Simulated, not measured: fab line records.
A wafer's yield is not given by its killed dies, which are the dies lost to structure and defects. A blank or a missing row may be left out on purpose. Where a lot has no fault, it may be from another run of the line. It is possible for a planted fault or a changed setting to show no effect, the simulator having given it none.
A struck lot beside a sound one    flow n5-finfet    36 out of 1938 route steps
Sound: the wafers L594.2, L594.4, L594.6. Wafers struck: L599.2, L599.4. At the end, the cause is stated.
Order at every step that has rows: each side's tool, ch and its chambers, its first start. Under that, the readings that differ: sound wafers    struck wafers    difference of the means    sigmas: that difference in standard deviations of wafers without a fault.
alike: same words and numbers on both sides, and readings whose means sit less than 2 such deviations apart. not compared: any withheld reading, any reading some wafer has no value for, any bound like >300 that may hide the same value, and any number with overlapping values for which the record gives no deviation.
Wherever a step has rows on one side only, a row that says differs or no value, or a row with sigmas, the two part there. When numbers do not overlap yet have no deviation, they are printed without sigmas and do not part them. Lack of a reading on every wafer of one side parts them only where that side has two or more wafers.

first, 9 steps without rows for these wafers: N5_BEOL_M4_ANNEAL_95 (time 240 s); N5_BEOL_M4_SPUTTER_96 (material Cu, target thk 4.5 nm, time 8.29 s); N5_BEOL_M4_ECD_50 (material Cu, target thk 300 nm); N5_BEOL_M4_ANNEAL_51 (time 90 s); N5_BEOL_M4_CMP_52 (polishes, stops on SiOC, t overpolish 6.8 s, target thk 40 nm); N5_BEOL_M4_PRE_CLEAN_60 (time 15 s); N5_BEOL_M4_CO_CAP_55 (material Co, precursor CCTBA/H2, target thk 2 nm, time 102.1 s); N5_BEOL_M4_PRE_CLEAN_56 (time 15 s); N5_BEOL_M4_DEP_57 (deposits SiCN from 3MS/NH3, target thk 8 nm, time 14 s).
N5_BEOL_M4_RC_MEAS_101:
  sound on prober-02 ch 0, day 11 05:23; struck on prober-01 ch 0, day 12 23:55
  alike: DIBL_N, DIBL_P, IOFF_N, IOFF_P, ION_N, ION_P, SS_N, SS_P, VT_N, VT_P
then, 24 steps without rows for these wafers: N5_BEOL_M5_ILD_DEP_00 (deposits SiCOH lowk from DEMS/porogen, target thk 140.64 nm, time 25.9 s); N5_BEOL_M5_CURE_79 (cures SiCOH lowk, time 240 s); N5_BEOL_M5_PECVD_70 (deposits SiO2 from TEOS/O2, target thk 16 nm, time 18 s); N5_BEOL_M5_HM_DEP_02 (deposits TiN, target thk 20 nm); N5_BEOL_M5_COAT_59 (time 60 s, resist thk 60 nm); N5_BEOL_M5_COAT_60 (time 60 s, resist thk 12 nm); N5_BEOL_M5_COAT_71 (time 60 s, resist thk 5 nm); N5_BEOL_M5_COAT_05 (resist thk 30 nm); N5_BEOL_M5_EBR_07; N5_BEOL_M5_SOFTBAKE_06 (time 60 s); N5_BEOL_M5_EXPOSE_08 (exposes mask M5, target cd 28 nm); N5_BEOL_M5_PEB_09 (peb time 60 s); N5_BEOL_M5_DEVELOP_10 (develop time 30 s); N5_BEOL_M5_DESCUM_16 (chemistry O2, time 7 s); N5_BEOL_M5_ETCH_72 (etches underlayer in N2/H2, target depth 6.5 nm, time 5.2 s); N5_BEOL_M5_ETCH_61 (etches SiARC in CF4, target depth 15.6 nm, time 26 s); N5_BEOL_M5_ETCH_62 (etches SOC in N2/H2, target depth 75 nm, overetch 15 nm, time 112.5 s); N5_BEOL_M5_STRIP_63 (strips in N2/H2); N5_BEOL_M5_STRIP_73 (strips in N2/H2); N5_BEOL_M5_STRIP_64 (strips in CF4); N5_BEOL_M5_HM_OPEN_17 (chemistry Cl2/BCl3, target TiN, target depth 20 nm, overetch 6 nm); N5_BEOL_M5_STRIP_19 (strips in O2); N5_BEOL_M5_COAT_65 (time 60 s, resist thk 60 nm); N5_BEOL_M5_COAT_66 (time 60 s, resist thk 12 nm).
N5_BEOL_M9_VIA_ETCH_34: etches SiCOH lowk in C4F6/O2, target depth 182.4 nm, time 68.4 s.
  sound on rie-diel-02 ch 0,2,3, day 13 07:31; struck on rie-diel-03 ch 2,3, day 14 20:13
reading                                   sound            struck       difference  sigmas
oes-product-au (a.u.)                     0.89 0.72 0.80   0.69 0.55    -0.18       -2
model.etch.depth-nm (nm)                  185.5 176.2 185  118.2 109.8  -68.2       
model.SOC_of_BEOL_M9_COAT_63.thk-nm (nm)  50.8 51.4 50.6   54.4 55      +3.8        
  alike: drypump-motor-current-A, rf-vpp-V, showerhead-plenum-p-Torr, throttle-valve-pct
  not compared: rf-hours-counter-h
-- the record jumps here: 2 days lie between the struck wafers' starts before and after (it left off in module BEOL_M9 and takes up again in module PASSIVATION, whose first step shown is number 1936 of the route) --
N5_PASSIVATION_PROBE_49:
  sound: prober-01 at day 15 20:26; struck: prober-01 at day 17 05:05
reading                   sound           struck     difference  sigmas
defect-limited-yield (%)  90.1 90.5 90.8  0 0        -90         -65
killed_at_M4_up           12 14 9         1076 1087  +1070       +99 or more
killed-dies               117 112 108     1180 1180  +1068       +63
killed-on-rim             15 16 18        152 152    +136        +34
sort_bin_5_function (%)   5.4 6.3 5.3     94.7 95.5  +89.4       +94
sort-n-pass               1063 1068 1072  0 0        -1068       -63
sort-yield-pct (%)        90.1 90.5 90.8  0 0        -90         -60
  alike: killed_at_M0_to_M3, killed-at-contacts, killed-at-front-end, killed-at-other, killed-open, killed-short, sort_bin_6_memory

== WHERE THEY PART ==
Last at N5_PASSIVATION_PROBE_49 as far as this record goes, first at N5_BEOL_M9_VIA_ETCH_34.

WHY: whatever the simulator had introduced
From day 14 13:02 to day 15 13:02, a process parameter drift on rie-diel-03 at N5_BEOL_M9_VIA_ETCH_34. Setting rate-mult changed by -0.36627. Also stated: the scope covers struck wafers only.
